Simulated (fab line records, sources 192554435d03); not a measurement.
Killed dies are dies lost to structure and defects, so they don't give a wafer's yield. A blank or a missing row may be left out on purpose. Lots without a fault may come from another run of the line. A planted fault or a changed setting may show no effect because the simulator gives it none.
fab line records | flow n5_finfet
record lots=8 wafers=23 last_day=21
route steps=1938 shown DUMMY_GATE@232 SPACER0@258 SD_EPI_N@277 BEOL_M4@1111 PASSIVATION@1936
lots that met no fault: from a run of the same line without faults
start_h: hours from the record's first day to the start of the lot's first wafer shown | wait_h: hours since the lot's step before | " the same as in the row above | L1.1+2: a row that stands for several wafers | - no value, or no start given | * or withheld: withheld | < > ~ a bound
route shown NAME@n: a module of which the file shows steps, and the number in the route of the first | usual: mean/standard deviation of fault-free wafers | same: alike in all rows | chamber/n: place in a boat | sites: the reading at each site | _std_site: their standard deviation | _edge_site: outer sites' mean less inner sites' | radius_mm: how far each site lies from the wafer's centre | mask NAME#n: copy n | behind: the tool/chamber that last shaped the wafer | hold: why the lot was held/for how many hours/how that ended | device: the transistor (n, p or np) that didn't switch | end of line: the same wafers' tests at the end of the route | a step without rows: its recipe alone | killed: dies lost to structure and defects at the first sort, not the wafer's yield | map: a wafer's dies, x killed, . not, _ none there
set.NAME: the setting as run; set.NAME@STEP: as run at that earlier step | model.NAME: the simulator's own value behind a step, which no gauge read
steps of the route over a sample of lots; a table a step, a row a wafer
services: from which hour (start_h, from the record's first day; less than 0 if before it) a tool's chamber was out of use, for how many hours, and why
## steps
# step N5_DUMMY_GATE_OVL_MEAS_16
# recipe points_per_wafer=522
# usual GATE_OVL=0.3/0.63
# columns lot.wafer tool chamber start_h wait_h GATE_OVL[nm]
L483.2 overlay-02 0 51.85 0.0 0.5
L483.4 " 0 " " -0.4
L486.2 overlay-02 0 73.23 0.0 -0.1
L486.4 " 0 " " -0.7
L486.5 " 0 " " -1.0
L493.2 overlay-02 0 115.03 0.0 0.3
L493.3 " 0 " " 0.9
L493.4 " 0 " " 0.6
L494.2 overlay-02 0 119.53 0.0 0.9
L494.3 " 0 " " 1.5
L494.4 " 0 " " 1.0
L500.2 overlay-01 0 154.50 0.0 2.0
L500.3 " 0 " " 1.0
L500.5 " 0 " " 0.7
L501.2 overlay-02 0 160.55 0.0 -0.2
L501.3 " 0 " " 0.7
L501.6 " 0 " " 0.5
L502.2 overlay-02 0 168.36 0.0 -0.2
L502.3 " 0 " " -0.2
L502.4 " 0 " " -0.6
L504.1 overlay-02 0 177.94 0.0 0.0
L504.2 " 0 " " 1.0
L504.5 " 0 " " 0.2
# step N5_DUMMY_GATE_ETCH_37
# recipe chemistry=N2/H2 target=SOC target_depth_a=600 overetch_a=300 temp_c=40 ion_energy_ev=200 pressure_mtorr=30 source_w=840 bias_w=150 n2_flow_sccm=200 h2_flow_sccm=200
# usual drypump_motor_current_A=5.6/0.47 n2_flow_sccm=200.0/0.5 oes_product_au=0.61/0.046 rf_vpp_V=524.4/2.8 showerhead_plenum_p_Torr=2.57/0.1 throttle_valve_pct=17.90/0.28
# columns lot.wafer tool chamber start_h wait_h drypump_motor_current_A n2_flow_sccm oes_product_au rf_hours_counter_h rf_vpp_V showerhead_plenum_p_Torr throttle_valve_pct
L483.2 rie_diel-02 1 52.08 0.0 6.4 200.5 0.68 50 529.1 2.69 17.54
L483.4 " 2 " " 5.0 200.6 0.58 184 526.7 2.63 17.82
L486.2 rie_diel-06 3 73.46 0.0 6.1 200.1 0.55 234 526.1 2.61 18.06
L486.4 " 1 " " 5.5 200.9 0.70 48 526.8 2.67 17.31
L486.5 " 2 " " 5.5 200.7 0.59 - 525.5 2.51 17.70
L493.2 rie_diel-02 3 115.60 0.0 5.7 200.6 0.68 57 523.1 2.51 18.39
L493.3 " 2 " " 5.0 200.7 0.58 196 527.2 2.63 17.82
L493.4 " 0 " " 4.8 200.1 0.56 215 518.9 2.39 18.23
L494.2 rie_diel-06 3 119.76 0.0 6.1 199.4 0.54 243 525.3 2.60 18.08
L494.3 " 0 " " 5.8 200.4 0.63 106 525.1 2.58 18.09
L494.4 " 2 " " 5.5 199.3 0.58 195 522.6 2.51 17.71
L500.2 rie_diel-05 2 154.73 0.0 6.1 200.5 0.63 111 527.9 2.70 17.97
L500.3 " 0 " " 5.0 199.8 0.59 158 521.7 2.43 17.86
L500.5 " 1 " " 5.5 199.9 0.58 - 526.7 2.65 18.05
L501.2 rie_diel-05 0 160.78 0.0 5.0 200.2 0.59 161 520.1 2.43 17.85
L501.3 " 2 " " 6.1 200.9 0.62 113 527.2 2.69 17.97
L501.6 " 1 " " 5.6 199.9 0.58 - 525.6 2.65 18.08
L502.2 rie_diel-02 1 168.71 0.0 6.4 200.6 0.65 77 528.7 2.68 17.61
L502.3 " 2 " " 5.0 200.6 0.58 210 526.2 2.62 17.86
L502.4 " 3 " " 5.7 199.7 0.67 73 521.9 2.50 18.43
L504.1 rie_diel-06 2 178.94 0.0 5.6 200.0 0.57 217 523.9 2.50 17.73
L504.2 " 0 " " 5.8 199.6 0.62 128 521.8 2.57 18.12
L504.5 " 1 " " 5.6 199.4 0.66 - 527.7 2.66 17.36
# step N5_SPACER0_ALD_07
# recipe material=SiNx target_thk_a=20 temp_c=400 ald_precursor_family=SiH2I2 ald_co_reactant=N2/H2-plasma pressure_torr=2
# usual chamber_pressure_Torr=1.999/0.0042 heater_power_outer_w=521/70 heater_power_w=827/93 susceptor_temp_C=400.00/0.23
# columns lot.wafer tool chamber start_h wait_h chamber_pressure_Torr heater_power_outer_w heater_power_w susceptor_temp_C
L483.2 ald_sin-03 0 53.33 0.2 2.002 640 970 400.20
L483.4 " 2 " " 2.002 500 843 400.00
L486.2 ald_sin-02 2 74.51 0.0 1.999 497 772 400.03
L486.4 " 0 " " 2.000 390 632 400.10
L486.5 " 1 " " 2.001 476 795 399.86
L493.2 ald_sin-02 3 116.65 0.0 - - - -
L493.3 " 2 " " - - - -
L493.4 " 1 " " - - - -
L494.2 ald_sin-01 0 120.82 0.0 - - - -
L494.3 " 2 " " - - - -
L494.4 " 3 " " - - - -
L500.2 ald_sin-02 0 156.89 1.0 2.003 389 646 399.63
L500.3 " 3 " " 1.994 487 792 400.07
L500.5 " 3 " " 2.001 484 810 400.22
L501.2 ald_sin-01 1 161.89 0.0 2.010 545 901 399.91
L501.3 " 3 " " 2.007 571 869 400.59
L501.6 " 1 " " 2.001 560 916 399.98
L502.2 ald_sin-02 1 170.18 0.4 1.998 438 739 400.48
L502.3 " 3 " " 1.997 480 781 400.19
L502.4 " 1 " " 1.997 433 733 400.26
L504.1 ald_sin-01 2 180.15 0.0 2.002 560 874 400.17
L504.2 " 1 " " 2.003 569 905 399.79
L504.5 " 0 " " 1.987 472 739 399.69
# step N5_SPACER0_ALD_08
# recipe material=SiNx target_thk_a=20 temp_c=400 ald_precursor_family=SiH2I2 ald_co_reactant=N2/H2-plasma pressure_torr=2
# usual chamber_pressure_Torr=2.000/0.0046 heater_power_outer_w=521/70 heater_power_w=829/92 susceptor_temp_C=400.03/0.23
# columns lot.wafer tool chamber start_h wait_h chamber_pressure_Torr heater_power_outer_w heater_power_w susceptor_temp_C
L483.2 ald_sin-03 0 53.74 0.1 2.004 641 935 400.18
L483.4 " 2 " " 2.000 495 817 399.75
L486.2 ald_sin-02 2 74.92 0.1 2.005 479 782 399.85
L486.4 " 0 " " 1.992 397 626 399.94
L486.5 " 1 " " 2.002 478 832 399.80
L493.2 ald_sin-02 3 117.06 0.1 1.997 480 807 399.63
L493.3 " 2 " " 2.000 482 760 400.41
L493.4 " 1 " " 2.000 439 756 400.41
L494.2 ald_sin-01 0 121.23 0.1 2.000 466 739 400.26
L494.3 " 2 " " 2.000 561 857 400.34
L494.4 " 3 " " 1.994 576 901 399.64
L500.2 ald_sin-02 0 157.30 0.1 1.998 389 626 400.15
L500.3 " 3 " " 2.004 472 788 399.95
L500.5 " 3 " " 1.999 493 796 400.03
L501.2 ald_sin-01 1 162.30 0.1 2.005 562 915 399.93
L501.3 " 3 " " 1.996 571 912 400.19
L501.6 " 1 " " 2.003 556 928 400.00
L502.2 ald_sin-02 1 170.59 0.1 2.000 446 759 399.58
L502.3 " 3 " " 1.998 501 817 400.25
L502.4 " 1 " " 1.994 445 717 399.91
L504.1 ald_sin-01 2 180.56 0.1 1.995 562 870 400.09
L504.2 " 1 " " 2.011 566 904 399.93
L504.5 " 0 " " 1.999 475 751 399.94
# step N5_SD_EPI_N_ETCHBACK_44
# recipe chemistry=CH3F/O2 mode=anisotropic_etchback target=SiNx target_depth_a=145 stop_on=SiO2 over_etch_frac=0.3 ion_energy_ev=120 pressure_mtorr=30 source_w=395 bias_w=73 Ar_flow_sccm=150 CH3F_flow_sccm=30 O2_flow_sccm=20
# usual drypump_motor_current_A=5.65/0.23 oes_product_au=0.65/0.054 rf_vpp_V=299/10 showerhead_plenum_p_Torr=2.00/0.058 throttle_valve_pct=16.45/0.15
# columns lot.wafer tool chamber start_h wait_h drypump_motor_current_A oes_product_au rf_hours_counter_h rf_vpp_V showerhead_plenum_p_Torr throttle_valve_pct
L483.2 rie_diel-04 3 54.80 0.0 5.22 0.66 132 303 2.07 16.56
L483.4 " 2 " " 5.39 0.62 201 304 2.07 16.36
L486.2 rie_diel-03 2 75.85 0.0 5.96 0.66 137 297 2.08 16.36
L486.4 " 0 " " 5.52 0.63 - 287 1.99 16.35
L486.5 " 1 " " 5.77 0.71 - 284 1.95 16.47
L493.2 rie_diel-03 1 118.49 0.0 5.79 0.30 91 284 1.94 16.46
L493.3 " 0 " " 5.53 0.27 182 286 1.99 16.36
L493.4 " 1 " " 5.79 0.31 - 283 1.94 16.44
L494.2 rie_diel-03 0 122.29 0.0 5.53 0.27 183 287 1.98 16.32
L494.3 " 3 " " 5.67 0.31 108 291 1.93 16.23
L494.4 " 0 " " 5.55 0.27 - 287 1.98 16.34
L500.2 rie_diel-01 3 158.36 0.0 5.87 0.59 237 308 1.96 16.30
L500.3 " 2 " " 5.66 0.65 151 310 2.00 16.74
L500.5 " 0 " " 5.74 0.72 - 280 1.94 16.28
L501.2 rie_diel-03 0 163.78 0.0 5.54 0.61 194 286 1.98 16.41
L501.3 " 2 " " 5.93 0.64 162 297 2.08 16.40
L501.6 " 0 " " 5.55 0.61 - 288 1.98 16.40
L502.2 rie_diel-01 1 171.65 0.0 5.54 0.73 62 317 2.11 16.33
L502.3 " 2 " " 5.63 0.65 157 310 2.00 16.75
L502.4 " 3 " " 5.87 0.59 242 309 1.96 16.31
L504.1 rie_diel-01 2 181.53 0.0 5.63 0.65 160 310 2.00 16.76
L504.2 " 3 " " 5.88 0.59 246 308 1.96 16.31
L504.5 " 0 " " 5.74 0.71 - 279 1.94 16.30
# step N5_BEOL_M4_RC_MEAS_101
# usual DIBL_N=36.1/2.3 DIBL_P=36/3.2 IOFF_N=0.16/0.045 IOFF_N_85C=3.2/0.72 IOFF_N_LIN=0.076/0.016 IOFF_P=0.21/0.049 IOFF_P_85C=3.7/0.7 IOFF_P_LIN=0.101/0.016 ION_N=674/14 ION_P=462/8.4 REXT_N=75.4/1.6 REXT_P=101.7/2.4 SS_N=71.6/0.83 SS_P=73.2/0.87 VT_N=249/3.8 VT_N_LVT=98/3.8 VT_P=-250/3.4 VT_P_LVT=-99/3
# columns lot.wafer tool chamber start_h wait_h DIBL_N[mV/V] DIBL_P[mV/V] IOFF_N[nA/um] IOFF_N_85C[nA/um] IOFF_N_LIN[nA/um] IOFF_P[nA/um] IOFF_P_85C[nA/um] IOFF_P_LIN[nA/um] ION_N[uA/um] ION_P[uA/um] REXT_N[ohm.um] REXT_P[ohm.um] SS_N[mV/dec] SS_P[mV/dec] VT_N[mV] VT_N_LVT[mV] VT_P[mV] VT_P_LVT[mV]
L483.2 prober-01 0 271.85 0.2 33.3 35 0.12 2.5 0.060 0.19 3.3 0.096 655 460 75.0 99.9 70.6 73.0 254 104 -250 -100
L483.4 " 0 " " 34.5 36 0.13 2.7 0.066 0.23 3.8 0.110 664 464 74.7 98.9 70.5 72.7 249 101 -244 -96
L486.2 prober-02 0 280.86 0.2 35.8 36 0.15 3.0 0.075 0.20 3.5 0.098 674 458 74.3 104.4 71.7 72.9 249 98 -251 -100
L486.4 " 0 " " 34.3 34 0.13 2.6 0.066 0.17 3.1 0.090 669 461 75.0 103.8 71.1 72.6 249 99 -252 -101
L486.5 " 0 " " 34.7 35 0.14 2.8 0.071 0.19 3.3 0.095 677 460 74.6 103.7 70.5 72.1 249 98 -251 -101
L494.2 prober-02 0 297.29 0.2 51.3 49 0.58 9.3 0.206 0.92 12.5 0.334 774 541 61.3 80.3 74.1 75.8 230 76 -223 -71
L494.3 " 0 " " 54.0 46 0.75 11.4 0.217 0.70 9.9 0.275 754 523 62.6 83.1 76.1 74.3 227 74 -229 -75
L494.4 " 0 " " 50.3 46 0.47 7.7 0.169 0.65 9.3 0.255 736 508 63.5 83.6 73.2 74.3 234 81 -230 -77
L493.2 prober-02 0 317.56 0.2 52.7 49 0.56 9.0 0.191 0.96 12.8 0.347 741 523 60.3 84.4 74.3 76.2 231 83 -224 -74
L493.3 " 0 " " 51.4 47 0.57 9.2 0.207 0.84 11.6 0.326 752 530 59.9 84.7 74.3 73.9 228 78 -223 -75
L493.4 " 0 " " 54.5 50 0.74 11.3 0.246 1.10 14.5 0.389 767 530 59.8 84.6 75.1 75.9 227 78 -221 -71
L500.2 prober-02 0 355.66 0.2 36.0 35 0.16 3.1 0.078 0.22 3.8 0.107 669 460 74.7 102.5 71.3 72.8 248 98 -247 -97
L500.3 " 0 " " 34.3 33 0.15 2.8 0.073 0.20 3.5 0.103 670 459 74.2 100.5 71.2 72.3 248 97 -248 -98
L500.5 " 0 " " 38.8 39 0.24 4.4 0.110 0.29 4.7 0.128 688 464 74.8 102.3 72.0 73.4 243 91 -247 -94
L502.2 prober-02 0 358.83 0.2 37.6 38 0.17 3.3 0.081 0.20 3.6 0.095 673 458 75.9 103.0 71.3 73.8 248 96 -252 -99
L502.3 " 0 " " 39.2 41 0.21 3.9 0.096 0.28 4.6 0.119 674 466 76.4 100.8 72.2 75.1 249 95 -249 -96
L502.4 " 0 " " 36.5 37 0.15 2.9 0.070 0.20 3.5 0.093 675 462 75.9 100.6 71.2 73.9 248 100 -254 -99
L504.1 prober-02 0 364.44 0.0 39.9 39 0.22 4.0 0.098 0.24 4.3 0.112 707 474 72.6 98.5 72.3 74.2 244 95 -250 -98
L504.2 " 0 " " 36.0 34 0.14 2.7 0.067 0.17 3.2 0.087 661 450 74.8 101.0 70.8 73.0 250 101 -252 -103
L504.5 " 0 " " 35.4 33 0.13 2.6 0.064 0.17 3.3 0.090 670 460 73.6 97.9 70.4 72.0 251 101 -248 -102
L501.2 prober-01 0 388.49 0.2 35.1 37 0.15 2.9 0.072 0.23 3.8 0.105 659 460 75.0 105.2 71.3 73.8 250 100 -250 -99
L501.3 " 0 " " 36.6 38 0.19 3.5 0.084 0.23 3.9 0.107 682 457 73.8 107.1 72.4 73.2 248 99 -250 -99
L501.6 " 0 " " 35.3 37 0.15 2.9 0.067 0.21 3.5 0.098 665 454 73.2 105.7 71.9 73.4 252 103 -250 -101
# step N5_PASSIVATION_PROBE_49
# usual defect_limited_yield=90.9/1.6 killed_at_M0_to_M3=37/11 killed_at_M4_up=15/5.6 killed_at_contacts=13/6.4 killed_at_front_end=39/11 killed_at_other=4/3.1 killed_dies=107/19 killed_open=71/14 killed_short=34/7.8 sort_bin_4_leakage=0.01/0.053 sort_bin_5_function=5.3/1 sort_bin_6_memory=3.4/0.72 sort_n_pass=1072/20 sort_yield_pct=90.9/1.7
# same gross_dies=1180 killed_at_back_side=0 sort_bin_8_speed[%]=0
# columns lot.wafer tool chamber start_h wait_h defect_limited_yield[%] killed_at_M0_to_M3 killed_at_M4_up killed_at_contacts killed_at_front_end killed_at_other killed_dies killed_open killed_short sort_bin_4_leakage[%] sort_bin_5_function[%] sort_bin_6_memory[%] sort_n_pass sort_yield_pct[%]
L483.2 prober-01 - 370.53 0.1 91.1 43 14 10 32 6 105 62 38 0 4.7 3.6 1075 91.1
L483.4 prober-01 - 370.63 0.2 94.2 21 15 4 27 2 69 40 25 0 3.7 2.1 1111 94.2
L486.2 prober-01 - 376.91 0.1 92.5 14 11 29 33 1 88 56 24 0 4.3 2.8 1092 92.5
L486.4 prober-01 - 377.01 0.2 90.5 25 21 13 51 2 112 73 38 0 5.2 3.9 1068 90.5
L486.5 prober-01 - 377.06 0.2 90.1 43 14 22 38 0 117 78 32 0 6.4 3.1 1063 90.1
L494.2 prober-02 - 429.19 0.1 91.3 15 26 19 38 5 103 73 26 90.93 4.7 3.7 4 0.3
L494.3 prober-02 - 429.24 0.1 92.5 25 9 10 43 1 88 62 23 92.29 4.6 2.6 3 0.3
L494.4 prober-02 - 429.29 0.2 88.6 35 32 13 52 2 134 95 37 61.69 7.4 3.6 318 26.9
L493.2 prober-01 - 450.60 0.1 90.4 26 17 8 60 2 113 78 33 89.83 5.4 4.0 7 0.6
L493.3 prober-01 - 450.65 0.1 89.4 32 20 12 54 7 125 83 41 87.88 5.9 4.0 18 1.5
L493.4 prober-01 - 450.70 0.2 88.8 39 15 20 49 9 132 85 46 88.73 6.1 4.9 1 0.1
L504.1 prober-02 - 479.04 0.0 93.6 39 10 12 14 1 76 54 21 0 4.2 2.1 1104 93.6
L504.2 prober-02 - 479.09 0.1 91.5 54 10 9 26 1 100 67 32 0 4.9 3.4 1080 91.5
L504.5 prober-02 - 479.24 0.2 91.9 47 10 10 24 5 96 64 32 0 4.5 3.4 1084 91.9
L500.2 prober-02 - 491.57 0.1 91.0 26 17 9 51 3 106 64 40 0 5.3 3.4 1074 91.0
L500.3 prober-02 - 491.62 0.1 89.7 29 25 14 52 1 121 81 35 0 5.8 4.2 1059 89.7
L500.5 prober-02 - 491.72 0.2 91.4 36 15 11 37 3 102 68 33 0 5.3 3.2 1078 91.4
L501.2 prober-02 - 494.88 0.1 85.6 67 14 36 47 6 170 121 48 0 9.0 4.8 1010 85.6
L501.3 prober-02 - 494.93 0.1 89.7 40 21 15 44 2 122 80 42 0 6.2 4.0 1058 89.7
L501.6 prober-02 - 495.08 0.3 90.4 39 21 22 30 1 113 83 30 0 6.3 3.0 1067 90.4
L502.2 prober-01 - 496.22 0.1 92.7 25 15 10 34 2 86 56 29 0 4.4 2.7 1094 92.7
L502.3 prober-01 - 496.27 0.1 90.5 36 11 10 52 3 112 72 38 0 5.9 3.2 1068 90.5
L502.4 prober-01 - 496.32 0.2 89.8 48 17 18 36 1 120 95 24 0 6.1 3.7 1060 89.8
# killed by level:class
L483.2 BEOL_M0_SAQP:geometric_particle:open=15 BEOL_M0_SAQP:geometric_particle:short=13 GATE_CUT:geometric_particle:short=9 MOL_CONTACT_COAG:geometric_particle:open=7 FIN_SAQP:geometric_particle:open=6 GATE_CUT:geometric_particle:open=5 BEOL_M1:geometric_particle:open=5 BEOL_M4:geometric_particle:open=4
L483.4 BEOL_M0_SAQP:geometric_particle:short=7 BEOL_M4:geometric_particle:open=6 DUMMY_GATE:geometric_particle:open=4 GATE_CUT:geometric_particle:open=4 FIN_SAQP:geometric_particle:short=3 FIN_SAQP:geometric_particle:open=3 GATE_CUT:geometric_particle:short=3 BEOL_M0_SAQP:geometric_particle:open=3
L486.2 MOL_CONTACT_COAG:geometric_particle:open=22 FIN_SAQP:geometric_particle:open=9 GATE_CUT:geometric_particle:short=7 BEOL_M1:geometric_particle:open=7 STI_FIN_REVEAL:geometric_particle:open=6 MOL_CONTACT_COAG:geometric_particle:short=5 BEOL_M0_SAQP:geometric_particle:short=4 FIN_SAQP:geometric_particle:short=3
L486.4 BEOL_M4:geometric_particle:open=11 MOL_CONTACT_COAG:geometric_particle:open=10 FIN_SAQP:geometric_particle:open=9 GATE_CUT:geometric_particle:short=9 FIN_SAQP:geometric_particle:short=7 STARTING-WAFER:geometric_particle:open=7 DUMMY_GATE:geometric_particle:open=5 STI_FIN_REVEAL:geometric_particle:open=5
L486.5 MOL_CONTACT_COAG:geometric_particle:open=19 BEOL_M3:geometric_particle:open=13 FIN_SAQP:geometric_particle:short=12 BEOL_M1:geometric_particle:open=10 BEOL_M0_SAQP:geometric_particle:open=7 FIN_SAQP:geometric_particle:open=6 BEOL_M2:geometric_particle:open=4 GATE_CUT:geometric_particle:short=4
L494.2 FIN_SAQP:geometric_particle:open=18 MOL_CONTACT_COAG:geometric_particle:open=16 BEOL_M4:geometric_particle:open=16 FIN_SAQP:geometric_particle:short=9 STI_FIN_REVEAL:geometric_particle:open=4 MOL_CONTACT_COAG:geometric_particle:short=3 SD_EPI_N:coat_microbubble_printed=2 GATE_CUT:geometric_particle:short=2
L494.3 FIN_SAQP:geometric_particle:open=14 MOL_CONTACT_COAG:geometric_particle:open=10 BEOL_M3:geometric_particle:open=10 STI_FIN_REVEAL:geometric_particle:open=9 GATE_CUT:geometric_particle:short=7 FIN_SAQP:geometric_particle:short=4 BEOL_M4:geometric_particle:open=4 BEOL_M0:geometric_particle:short=3
L494.4 BEOL_M4:geometric_particle:open=19 FIN_SAQP:geometric_particle:open=17 MOL_CONTACT_COAG:geometric_particle:open=13 BEOL_M3:geometric_particle:open=11 FIN_SAQP:geometric_particle:short=8 STI_FIN_REVEAL:geometric_particle:open=8 BEOL_M2:geometric_particle:open=7 BEOL_M3:geometric_particle:short=5
L493.2 STI_FIN_REVEAL:geometric_particle:open=25 FIN_SAQP:geometric_particle:short=9 BEOL_M0_SAQP:geometric_particle:open=9 BEOL_M4:geometric_particle:open=9 BEOL_M0_SAQP:geometric_particle:short=8 FIN_SAQP:geometric_particle:open=6 MOL_CONTACT_COAG:geometric_particle:open=5 BEOL_M3:geometric_particle:open=5
L493.3 STI_FIN_REVEAL:geometric_particle:open=19 BEOL_M4:geometric_particle:open=13 BEOL_M0_SAQP:geometric_particle:short=10 BEOL_M0_SAQP:geometric_particle:open=9 STI_FIN_REVEAL:geometric_particle:short=7 MOL_CONTACT_COAG:geometric_particle:open=7 FIN_SAQP:geometric_particle:open=5 DUMMY_GATE:geometric_particle:open=5
L493.4 STI_FIN_REVEAL:geometric_particle:open=15 MOL_CONTACT_COAG:geometric_particle:open=15 FIN_SAQP:geometric_particle:open=12 FIN_SAQP:geometric_particle:short=10 BEOL_M0_SAQP:geometric_particle:open=10 BEOL_M0_SAQP:geometric_particle:short=9 BEOL_M4:geometric_particle:open=9 BEOL_M2:geometric_particle:open=8
L504.1 MOL_CONTACT_COAG:geometric_particle:open=11 BEOL_M0_SAQP:geometric_particle:open=10 BEOL_M0_SAQP:geometric_particle:short=8 BEOL_M3:geometric_particle:open=8 BEOL_M1:geometric_particle:open=5 BEOL_M4:geometric_particle:open=5 STI_FIN_REVEAL:geometric_particle:open=3 BEOL_M2:geometric_particle:open=3
L504.2 BEOL_M2:geometric_particle:open=14 BEOL_M0_SAQP:geometric_particle:open=10 MOL_CONTACT_COAG:geometric_particle:open=9 BEOL_M0_SAQP:geometric_particle:short=6 BEOL_M1:geometric_particle:short=6 BEOL_M1:geometric_particle:open=6 BEOL_M3:geometric_particle:open=6 BEOL_M4:geometric_particle:open=5
L504.5 BEOL_M2:geometric_particle:open=13 BEOL_M3:geometric_particle:open=10 MOL_CONTACT_COAG:geometric_particle:open=7 DUMMY_GATE:geometric_particle:open=6 BEOL_M0_SAQP:geometric_particle:open=6 BEOL_M0_SAQP:geometric_particle:short=5 BEOL_M1:geometric_particle:open=5 FIN_SAQP:geometric_particle:short=3
L500.2 FIN_SAQP:geometric_particle:short=12 FIN_SAQP:geometric_particle:open=11 BEOL_M4:geometric_particle:open=10 STI_FIN_REVEAL:geometric_particle:open=9 MOL_CONTACT_COAG:geometric_particle:open=9 BEOL_M1:geometric_particle:open=6 STI_FIN_REVEAL:geometric_particle:short=5 BEOL_M0:geometric_particle:open=4
L500.3 STI_FIN_REVEAL:geometric_particle:open=15 MOL_CONTACT_COAG:geometric_particle:open=10 BEOL_M4:geometric_particle:open=10 FIN_SAQP:geometric_particle:short=9 FIN_SAQP:geometric_particle:open=8 BEOL_M1:geometric_particle:open=7 BEOL_M0_SAQP:geometric_particle:short=5 BEOL_M5:geometric_particle:short=5
L500.5 STI_FIN_REVEAL:geometric_particle:open=11 BEOL_M0_SAQP:geometric_particle:open=11 BEOL_M0_SAQP:geometric_particle:short=8 FIN_SAQP:geometric_particle:open=7 MOL_CONTACT_COAG:geometric_particle:open=6 FIN_SAQP:geometric_particle:short=5 DUMMY_GATE:geometric_particle:open=5 MOL_CONTACT_COAG:geometric_particle:short=5
L501.2 MOL_CONTACT_COAG:geometric_particle:open=31 BEOL_M0_SAQP:geometric_particle:open=16 BEOL_M0_SAQP:geometric_particle:short=14 BEOL_M1:geometric_particle:open=13 BEOL_M2:geometric_particle:open=13 DUMMY_GATE:geometric_particle:open=9 FIN_SAQP:geometric_particle:short=8 STI_FIN_REVEAL:geometric_particle:open=8
L501.3 BEOL_M0_SAQP:geometric_particle:short=13 MOL_CONTACT_COAG:geometric_particle:open=13 BEOL_M0_SAQP:geometric_particle:open=13 GATE_CUT:geometric_particle:short=10 FIN_SAQP:geometric_particle:open=8 STI_FIN_REVEAL:geometric_particle:open=8 BEOL_M4:geometric_particle:open=8 BEOL_M2:geometric_particle:open=5
L501.6 MOL_CONTACT_COAG:geometric_particle:open=18 BEOL_M0_SAQP:geometric_particle:open=12 BEOL_M4:geometric_particle:open=11 FIN_SAQP:geometric_particle:open=9 DUMMY_GATE:geometric_particle:open=9 BEOL_M0_SAQP:geometric_particle:short=8 BEOL_M1:geometric_particle:short=5 BEOL_M2:geometric_particle:open=5
L502.2 STI_FIN_REVEAL:geometric_particle:open=10 BEOL_M3:geometric_particle:open=9 MOL_CONTACT_COAG:geometric_particle:open=8 BEOL_M4:geometric_particle:short=6 FIN_SAQP:geometric_particle:open=5 BEOL_M0_SAQP:geometric_particle:short=5 STI_FIN_REVEAL:geometric_particle:short=3 DUMMY_GATE:geometric_particle:open=3
L502.3 STI_FIN_REVEAL:geometric_particle:open=16 BEOL_M3:geometric_particle:open=9 STI_FIN_REVEAL:geometric_particle:short=7 MOL_CONTACT_COAG:geometric_particle:open=7 BEOL_M0_SAQP:geometric_particle:short=6 FIN_SAQP:geometric_particle:open=5 GATE_CUT:geometric_particle:short=5 BEOL_M0:geometric_particle:open=5
L502.4 MOL_CONTACT_COAG:geometric_particle:open=16 BEOL_M3:geometric_particle:open=14 STI_FIN_REVEAL:geometric_particle:open=12 BEOL_M0_SAQP:geometric_particle:open=10 BEOL_M4:geometric_particle:open=8 FIN_SAQP:geometric_particle:open=7 DUMMY_GATE:geometric_particle:open=6 BEOL_M0_SAQP:geometric_particle:short=6
## services
# columns tool chamber start_h hours kind
rie_diel-01 - 34.96 2.1 repair
rie_diel-05 3 36.76 2.9 repair
rie_diel-04 - 50.82 2.8 pm
rie_diel-01 0 54.23 13.5 repair
rie_diel-03 0 56.45 17.9 repair
ald_sin-02 0 59.77 3.7 repair
rie_diel-03 3 73.73 36.7 repair
ald_sin-03 3 78.05 2.7 repair
ald_sin-02 - 81.95 0.8 pm
ald_sin-02 - 85.87 14.0 pm
ald_sin-02 0 85.87 14.0 vent_cycle
ald_sin-02 1 85.87 14.0 vent_cycle
ald_sin-02 2 85.87 14.0 vent_cycle
ald_sin-02 3 85.87 14.0 vent_cycle
rie_diel-04 3 94.76 1.6 repair
rie_diel-05 - 95.09 0.1 repair
ald_sin-03 0 102.01 11.3 repair
rie_diel-01 - 114.20 2.8 pm
rie_diel-03 2 115.16 18.1 repair
rie_diel-06 3 141.41 1.3 repair
rie_diel-06 3 156.83 2.9 repair
ald_sin-03 0 159.56 17.0 repair
rie_diel-02 - 169.40 14.6 pm
ald_sin-03 - 178.22 14.0 pm
## key
first_sign step=N5_SPACER0_ALD_07 reading=tool_record direction=missing
effect step=N5_SD_EPI_N_ETCHBACK_44 reading=oes_product_au direction=down sigmas=6.7 usual=0.65 struck=0.29
effect step=N5_BEOL_M4_RC_MEAS_101 reading=IOFF_P_LIN direction=up sigmas=13 usual=0.101 struck=0.321
effect step=N5_BEOL_M4_RC_MEAS_101 reading=IOFF_P direction=up sigmas=13 usual=0.21 struck=0.86
effect step=N5_BEOL_M4_RC_MEAS_101 reading=IOFF_P_85C direction=up sigmas=12 usual=3.7 struck=11.8
effect step=N5_BEOL_M4_RC_MEAS_101 reading=IOFF_N direction=up sigmas=10 usual=0.16 struck=0.61
effect step=N5_BEOL_M4_RC_MEAS_101 reading=REXT_N direction=down sigmas=9.1 usual=75.4 struck=61.2
effect step=N5_BEOL_M4_RC_MEAS_101 reading=IOFF_N_85C direction=up sigmas=9 usual=3.2 struck=9.6
effect step=N5_BEOL_M4_RC_MEAS_101 reading=VT_P_LVT direction=up sigmas=8.4 usual=-99 struck=-74
effect step=N5_BEOL_M4_RC_MEAS_101 reading=IOFF_N_LIN direction=up sigmas=8.1 usual=0.076 struck=0.206
effect step=N5_BEOL_M4_RC_MEAS_101 reading=REXT_P direction=down sigmas=7.8 usual=101.7 struck=83.5
effect step=N5_BEOL_M4_RC_MEAS_101 reading=ION_P direction=up sigmas=7.6 usual=462 struck=526
effect step=N5_BEOL_M4_RC_MEAS_101 reading=VT_P direction=up sigmas=7.4 usual=-250 struck=-225
effect step=N5_BEOL_M4_RC_MEAS_101 reading=DIBL_N direction=up sigmas=6.9 usual=36.1 struck=52.3
effect step=N5_PASSIVATION_PROBE_49 reading=sort_bin_4_leakage direction=up sigmas=99+ usual=0.01 struck=85.23
met_at N5_SPACER0_ALD_07
struck_lots L493,L494
not_acting_at N5_DUMMY_GATE_OVL_MEAS_16,N5_DUMMY_GATE_ETCH_37,N5_SPACER0_ALD_08
onset_between 74.51 116.65
fault kind=skipped_step_whole tool=ald_sin-01,ald_sin-02 chamber=- onset_h=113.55 steps=N5_SPACER0_ALD_07 scope=struck_lots_only
